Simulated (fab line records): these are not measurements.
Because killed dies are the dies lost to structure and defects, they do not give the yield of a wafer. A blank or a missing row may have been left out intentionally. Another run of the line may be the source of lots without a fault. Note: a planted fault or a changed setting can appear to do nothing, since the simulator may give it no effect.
2 desks looking at one fault ; flow n5 finfet ; what lay behind the numbers comes last; until then each desk has only its own

## FROM THE METROLOGY DESK
Lot by lot, what the gauges showed, no matter which tool ran the lot: averages of those sampled wafers that carry a number. Marked OUT: a lot whose mean sits more than 4 standard deviations from the usual mean, which makes it out of limits; the brackets give that distance.
Columns: A = M4_THK at N5_BEOL_M4_THK_MEAS_53, usual 39.8 nm; B = M5_ILD_THK at N5_BEOL_M5_THK_MEAS_01, usual 121.2 nm
lot;first seen here;A;B
L593;day 8 01:16;40.2;123.5
L596;day 8 10:48;37.8;120.7
L600;day 9 21:25;39.0;121.2
L602;day 9 21:35;41.5;121.8
L599;day 10 04:59;41.3;121.6
L604;day 10 19:43;40.5;121.8
L605;day 10 20:22;39.8;126.9 (+4.4) OUT
L606;day 11 04:05;39.8;121.2
L607;day 11 06:07;38.8;127.1 (+4.5) OUT
L615;day 13 07:46;41.3;121.0
L616;day 13 13:56;39.2;119.7
This desk's finding: out of limits on L605, L607; first on L605, day 10 22:24 (M5_ILD_THK at N5_BEOL_M5_THK_MEAS_01). In limits: L593, L596, L600, L602, L599, L604, L606, L615, L616.

## DESK OF THE TOOL OWNER: pecvd-02
The tool's own readings at N5_BEOL_M5_ILD_DEP_00 (deposits SiCOH lowk from DEMS/porogen, target thk 140.64 nm, time 25.9 s): means of the sampled wafers that have a number, for each lot that ran on this tool. Marked OUT: a lot whose mean sits more than 4 standard deviations from the usual mean, which makes it out of limits; the brackets give that distance.
Columns: A = chamber pressure Torr at N5_BEOL_M5_ILD_DEP_00, usual 5.001 Torr; B = heater power w at N5_BEOL_M5_ILD_DEP_00, usual 304 W; C = showerhead plenum p Torr at N5_BEOL_M5_ILD_DEP_00, usual 5.733 Torr; D = susceptor temp C at N5_BEOL_M5_ILD_DEP_00, usual 299.98 C; E = throttle valve pct at N5_BEOL_M5_ILD_DEP_00, usual 13.8 %
lot;first seen here;A;B;C;D;E
L593;day 8 02:35;4.999;311;5.735;299.93;13.6
L602;day 9 22:52;5.004;283;5.726;300.07;13.7
L599;day 10 06:17;5.012;343;5.746;299.85;13.5
L604;day 10 21:00;4.987;320;5.719;299.95;13.5
L605;day 10 21:42;5.006;249;5.725;289.89 (-63) OUT;13.6
L607;day 11 07:23;5.002;239;5.735;290.08 (-62) OUT;13.8
This desk's finding: out of limits on L605, L607; first on L605, day 10 21:42 (susceptor temp C at N5_BEOL_M5_ILD_DEP_00). In limits: L593, L602, L599, L604.

## ALL TOGETHER
An alarm could have come from the tool owner's desk at day 10 21:42, on L605, L607.
L605, L607 would have let the metrology desk raise an alarm at day 10 22:24.
Of the lots named, all ran N5_BEOL_M5_ILD_DEP_00 on pecvd-02.

## WHAT HAD BEEN PUT IN BY THE SIMULATOR
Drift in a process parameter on pecvd-02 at N5_BEOL_M5_ILD_DEP_00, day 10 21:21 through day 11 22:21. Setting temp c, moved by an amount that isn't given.
Lots struck among those shown: L605, L607.
Counting hours from when the fault started, the first reading out of limits came at 0 for the tool owner's desk and at 1 for the metrology desk.
